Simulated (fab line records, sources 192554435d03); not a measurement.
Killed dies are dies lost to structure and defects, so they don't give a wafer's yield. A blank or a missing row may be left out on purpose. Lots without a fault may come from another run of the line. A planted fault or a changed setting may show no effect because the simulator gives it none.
Split-lot experiment | flow n5_finfet | 7 lots, 39 wafers read, on a route of 1938 steps

THE SPLIT
At N5_BEOL_M8_TRENCH_ETCH_37 (etches SiCOH lowk in C4F6/O2, target depth 93.478 nm, time 31.2 s), the setting time_s was moved away from the recipe's 31.2 s on 12 of the 39 wafers read, by -25.8% to +45.9%. The other wafers ran this setting at the recipe's value.

FROM THE SPLIT TO THE READING: what the file shows between them, 11 steps
- N5_BEOL_M8_ETCH_41: etches SiCN in CH3F/O2, target depth 31.9 nm, time 57.8 s
- N5_BEOL_M8_STRIP_80: strips in N2/H2, time 10 s
- N5_BEOL_M8_OCD_MEAS_38
- N5_BEOL_M8_HM_STRIP_39: strips TiN in peroxide tin strip, target depth 25 nm, time 158 s
- N5_BEOL_M8_SRD_40: time 30 s
- N5_BEOL_M8_ECD_50: material Cu, target thk 300 nm
- N5_BEOL_M8_ANNEAL_51: time 90 s
- N5_BEOL_M8_CMP_52: polishes, stops on SiCOH lowk, t overpolish 6.9 s, target thk 80 nm
- N5_BEOL_M8_THK_MEAS_53: measures by xrf
- N5_BEOL_M8_PRE_CLEAN_55: time 15 s
- N5_BEOL_M8_DEP_56: deposits SiCN from 3MS/NH3, target thk 10 nm, time 17.5 s

THE READING
M8_RS, in ohm/sq, at N5_BEOL_M8_RS_MEAS_57 (measures by four-point-probe). Fault-free wafers of this fab line usually give 0.286 ohm/sq, standard deviation 0.0081 ohm/sq.

wafer  | tool, chamber at the split | time_s as run, s | against the recipe | M8_RS, ohm/sq | against lot-mates on the recipe
L079.1 | rie_diel-04, 0             | 31.2             | recipe             | 0.283         | -
L079.2 | rie_diel-04, 3             | 31.2             | recipe             | 0.277         | -
L079.3 | rie_diel-04, 1             | 31.2             | recipe             | 0.266         | -
L079.4 | rie_diel-04, 0             | 31.2             | recipe             | 0.280         | -
L079.5 | rie_diel-04, 1             | 31.2             | recipe             | 0.269         | -
L079.6 | rie_diel-04, 3             | 31.2             | recipe             | 0.284         | -
L082.1 | rie_diel-03, 1             | 31.2             | recipe             | 0.285         | -
L082.2 | rie_diel-03, 0             | 31.2             | recipe             | 0.287         | -
L082.3 | rie_diel-03, 3             | 31.2             | recipe             | 0.288         | -
L082.4 | rie_diel-03, 2             | 31.2             | recipe             | 0.285         | -
L082.5 | rie_diel-03, 0             | 31.2             | recipe             | 0.287         | -
L082.6 | rie_diel-03, 1             | 31.2             | recipe             | 0.281         | -
L083.1 | rie_diel-03, 1             | 23.15            | -25.8%             | 0.422         | +0.147
L083.2 | rie_diel-03, 0             | 23.15            | -25.8%             | 0.433         | +0.158
L083.3 | rie_diel-03, 3             | 31.2             | recipe             | 0.279         | -
L083.4 | rie_diel-03, 2             | 31.2             | recipe             | 0.274         | -
L083.5 | rie_diel-03, 0             | 31.2             | recipe             | 0.273         | -
L083.6 | rie_diel-03, 1             | 23.15            | -25.8%             | 0.413         | +0.138
L081.1 | rie_diel-03, 0             | 31.2             | recipe             | 0.285         | -
L081.2 | rie_diel-03, 2             | 31.2             | recipe             | 0.288         | -
L081.4 | rie_diel-03, 3             | 31.2             | recipe             | 0.295         | -
L085.1 | rie_diel-03, 0             | 45.52            | +45.9%             | 0.173         | -0.117
L085.2 | rie_diel-03, 2             | 45.52            | +45.9%             | 0.175         | -0.115
L085.3 | rie_diel-03, 3             | 31.2             | recipe             | 0.287         | -
L085.4 | rie_diel-03, 1             | 31.2             | recipe             | 0.295         | -
L085.5 | rie_diel-03, 1             | 45.52            | +45.9%             | 0.177         | -0.113
L085.6 | rie_diel-03, 0             | 31.2             | recipe             | 0.287         | -
L091.1 | rie_diel-02, 1             | 43.28            | +38.7%             | 0.190         | -0.093
L091.2 | rie_diel-02, 2             | 43.28            | +38.7%             | 0.182         | -0.101
L091.3 | rie_diel-02, 3             | 31.2             | recipe             | 0.284         | -
L091.4 | rie_diel-02, 3             | 43.28            | +38.7%             | 0.180         | -0.103
L091.5 | rie_diel-02, 1             | 31.2             | recipe             | 0.289         | -
L091.6 | rie_diel-02, 2             | 31.2             | recipe             | 0.277         | -
L095.1 | rie_diel-02, 0             | 31.2             | recipe             | 0.289         | -
L095.2 | rie_diel-02, 1             | 31.2             | recipe             | 0.294         | -
L095.3 | rie_diel-02, 2             | 23.9             | -23.4%             | 0.418         | +0.129
L095.4 | rie_diel-02, 3             | 23.9             | -23.4%             | 0.403         | +0.114
L095.5 | rie_diel-02, 0             | 23.9             | -23.4%             | 0.426         | +0.137
L095.6 | rie_diel-02, 3             | 31.2             | recipe             | 0.283         | -

THE FIT
A straight line over all 39 wafers: M8_RS changes by -0.00332 ohm/sq for each +1% of time_s; r = -0.94; the points scatter about the line by 0.023 ohm/sq.
The same after taking each lot's own level away (the mean of its wafers on the recipe; 39 wafers): -0.0034 ohm/sq for each +1%; r = -0.95; scatter 0.023 ohm/sq.
On that fit, the largest move of time_s shifts the reading by 0.16 ohm/sq.
The lots' own levels span 0.2753 to 0.2897 ohm/sq, that is 1.8 times the standard deviation above.
So the lot-to-lot level changes the slope little: the two slopes agree.
Check: with one of the wafers moved furthest among these (+45.9%) left out of the fit, the line predicts -0.147 ohm/sq for it against its lot-mates. It came out at -0.117 ohm/sq against them.

THE WHOLE CHAIN: every reading that the file lists as answering this split, in the file's order
step                      | what it does                                                        | reading                                                                          | change (the file's fit)                | r (the file's)
N5_BEOL_M8_TRENCH_ETCH_37 | etches SiCOH lowk in C4F6/O2, target depth 93.478 nm, time 31.2 s   | etch.depth_nm (the simulator's own value, which no gauge read)                   | +0.941 nm for each +1% of the setting  | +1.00
N5_BEOL_M8_TRENCH_ETCH_37 | etches SiCOH lowk in C4F6/O2, target depth 93.478 nm, time 31.2 s   | BEOL_M8.feature_depth_nm (the simulator's own value, which no gauge read)        | +0.941 nm for each +1% of the setting  | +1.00
N5_BEOL_M8_TRENCH_ETCH_37 | etches SiCOH lowk in C4F6/O2, target depth 93.478 nm, time 31.2 s   | TiN_of_BEOL_M8_HM_DEP_02.thk_nm (the simulator's own value, which no gauge read) | -0.0277 nm for each +1% of the setting | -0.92
N5_BEOL_M8_OCD_MEAS_38    |                                                                     | trench_depth_nm                                                                  | +0.941 nm for each +1% of the setting  | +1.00
N5_BEOL_M8_CMP_52         | polishes, stops on SiCOH lowk, t overpolish 6.9 s, target thk 80 nm | Cu_of_BEOL_M8_ECD_50.thk_nm (the simulator's own value, which no gauge read)     | +0.951 nm for each +1% of the setting  | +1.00
N5_BEOL_M8_THK_MEAS_53    | measures by xrf                                                     | M8_THK                                                                           | +0.936 for each +1% of the setting     | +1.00
N5_BEOL_M8_RS_MEAS_57     | measures by four-point-probe                                        | M8_RS                                                                            | -0.00331 for each +1% of the setting   | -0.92

THE FILE'S OWN FIT
M8_RS changes by -0.00331 ohm/sq for each +1% of time_s, r = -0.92.
